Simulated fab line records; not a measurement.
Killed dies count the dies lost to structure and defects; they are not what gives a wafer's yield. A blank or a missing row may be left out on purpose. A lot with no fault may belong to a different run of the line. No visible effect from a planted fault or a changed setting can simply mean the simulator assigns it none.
Matching of chambers / flow n5_finfet / N5_BEOL_M3_ETCH_77 on rie_diel-06 has 4 sister chambers
The step etches underlayer in N2/H2, target depth 6.5 nm, time 5.2 s. 20 wafers are shown with their chamber, then 10 later ones without.

## EACH WAFER AND ITS CHAMBER
wafer=L080.2; chamber=3; showerhead_plenum_p_Torr (Torr)=2.51; drypump_motor_current_A (A)=5.2; oes_product_au (a.u.)=0.79
wafer=L080.3; chamber=1; showerhead_plenum_p_Torr (Torr)=2.66; drypump_motor_current_A (A)=5.2; oes_product_au (a.u.)=0.69
wafer=L080.4; chamber=3; showerhead_plenum_p_Torr (Torr)=2.51; drypump_motor_current_A (A)=5.2; oes_product_au (a.u.)=0.80
wafer=L081.1; chamber=2; showerhead_plenum_p_Torr (Torr)=2.62; drypump_motor_current_A (A)=6.2; oes_product_au (a.u.)=0.59
wafer=L081.4; chamber=1; showerhead_plenum_p_Torr (Torr)=2.66; drypump_motor_current_A (A)=5.2; oes_product_au (a.u.)=0.69
wafer=L081.5; chamber=3; showerhead_plenum_p_Torr (Torr)=2.51; drypump_motor_current_A (A)=5.1; oes_product_au (a.u.)=0.80
wafer=L082.1; chamber=2; showerhead_plenum_p_Torr (Torr)=2.62; drypump_motor_current_A (A)=6.2; oes_product_au (a.u.)=0.59
wafer=L082.5; chamber=1; showerhead_plenum_p_Torr (Torr)=2.66; drypump_motor_current_A (A)=5.2; oes_product_au (a.u.)=0.68
wafer=L082.6; chamber=2; showerhead_plenum_p_Torr (Torr)=2.62; drypump_motor_current_A (A)=6.2; oes_product_au (a.u.)=0.59
wafer=L084.1; chamber=1; showerhead_plenum_p_Torr (Torr)=2.66; drypump_motor_current_A (A)=5.2; oes_product_au (a.u.)=0.70
wafer=L084.2; chamber=3; showerhead_plenum_p_Torr (Torr)=2.51; drypump_motor_current_A (A)=5.1; oes_product_au (a.u.)=0.80
wafer=L084.4; chamber=1; showerhead_plenum_p_Torr (Torr)=2.66; drypump_motor_current_A (A)=5.2; oes_product_au (a.u.)=0.68
wafer=L085.4; chamber=3; showerhead_plenum_p_Torr (Torr)=2.51; drypump_motor_current_A (A)=5.1; oes_product_au (a.u.)=0.79
wafer=L085.5; chamber=1; showerhead_plenum_p_Torr (Torr)=2.66; drypump_motor_current_A (A)=5.2; oes_product_au (a.u.)=0.69
wafer=L085.6; chamber=3; showerhead_plenum_p_Torr (Torr)=2.51; drypump_motor_current_A (A)=5.1; oes_product_au (a.u.)=0.78
wafer=L089.3; chamber=3; showerhead_plenum_p_Torr (Torr)=2.51; drypump_motor_current_A (A)=5.1; oes_product_au (a.u.)=0.79
wafer=L089.5; chamber=3; showerhead_plenum_p_Torr (Torr)=2.50; drypump_motor_current_A (A)=5.1; oes_product_au (a.u.)=0.79
wafer=L089.6; chamber=0; showerhead_plenum_p_Torr (Torr)=2.48; drypump_motor_current_A (A)=5.5; oes_product_au (a.u.)=0.77
wafer=L090.1; chamber=0; showerhead_plenum_p_Torr (Torr)=2.48; drypump_motor_current_A (A)=5.5; oes_product_au (a.u.)=0.76
wafer=L090.4; chamber=2; showerhead_plenum_p_Torr (Torr)=2.62; drypump_motor_current_A (A)=6.2; oes_product_au (a.u.)=0.59

SIGNATURES, as means of the wafers listed above
reading=showerhead_plenum_p_Torr; chamber 0=2.4800; chamber 1=2.6600; chamber 2=2.6200; chamber 3=2.5088; scatter within a chamber=0.00234
reading=drypump_motor_current_A; chamber 0=5.500; chamber 1=5.200; chamber 2=6.200; chamber 3=5.125; scatter within a chamber=0.0306
reading=oes_product_au; chamber 0=0.7650; chamber 1=0.6883; chamber 2=0.5900; chamber 3=0.7925; scatter within a chamber=0.00654
Rule: a wafer's distance from a chamber is the root of the sum, over the readings, of the square of ((its reading less the chamber's mean) divided by the reading's scatter). The wafer belongs to the nearest chamber; if the next one is less than 2 further off, it can't be placed. The scatter: the root of (the sum of the squares of (reading less its chamber's mean) over the shown wafers, divided by (wafers less chambers)).

## WAFERS WITHOUT THEIR CHAMBER
wafer=L090.6; showerhead_plenum_p_Torr (Torr)=2.51; drypump_motor_current_A (A)=5.1; oes_product_au (a.u.)=0.77
wafer=L095.2; showerhead_plenum_p_Torr (Torr)=2.50; drypump_motor_current_A (A)=5.2; oes_product_au (a.u.)=0.77
wafer=L095.5; showerhead_plenum_p_Torr (Torr)=2.61; drypump_motor_current_A (A)=6.2; oes_product_au (a.u.)=0.59
wafer=L095.6; showerhead_plenum_p_Torr (Torr)=2.50; drypump_motor_current_A (A)=5.1; oes_product_au (a.u.)=0.77
wafer=L096.2; showerhead_plenum_p_Torr (Torr)=2.50; drypump_motor_current_A (A)=5.1; oes_product_au (a.u.)=0.77
wafer=L096.3; showerhead_plenum_p_Torr (Torr)=2.61; drypump_motor_current_A (A)=6.2; oes_product_au (a.u.)=0.58
wafer=L096.5; showerhead_plenum_p_Torr (Torr)=2.50; drypump_motor_current_A (A)=5.1; oes_product_au (a.u.)=0.77
wafer=L097.2; showerhead_plenum_p_Torr (Torr)=2.65; drypump_motor_current_A (A)=5.2; oes_product_au (a.u.)=0.68
wafer=L097.3; showerhead_plenum_p_Torr (Torr)=2.47; drypump_motor_current_A (A)=5.6; oes_product_au (a.u.)=0.74
wafer=L097.5; showerhead_plenum_p_Torr (Torr)=2.65; drypump_motor_current_A (A)=5.2; oes_product_au (a.u.)=0.67

## WHICH CHAMBER EACH ONE RAN IN
wafer=L090.6; from the rows above=3; in truth=3
wafer=L095.2; from the rows above=3; in truth=3
wafer=L095.5; from the rows above=2; in truth=2
wafer=L095.6; from the rows above=3; in truth=3
wafer=L096.2; from the rows above=3; in truth=3
wafer=L096.3; from the rows above=2; in truth=2
wafer=L096.5; from the rows above=3; in truth=3
wafer=L097.2; from the rows above=1; in truth=1
wafer=L097.3; from the rows above=0; in truth=0
wafer=L097.5; from the rows above=1; in truth=1
10 of 10 placed correctly. From these rows, 0 cannot be placed. Placed wrongly: 0.
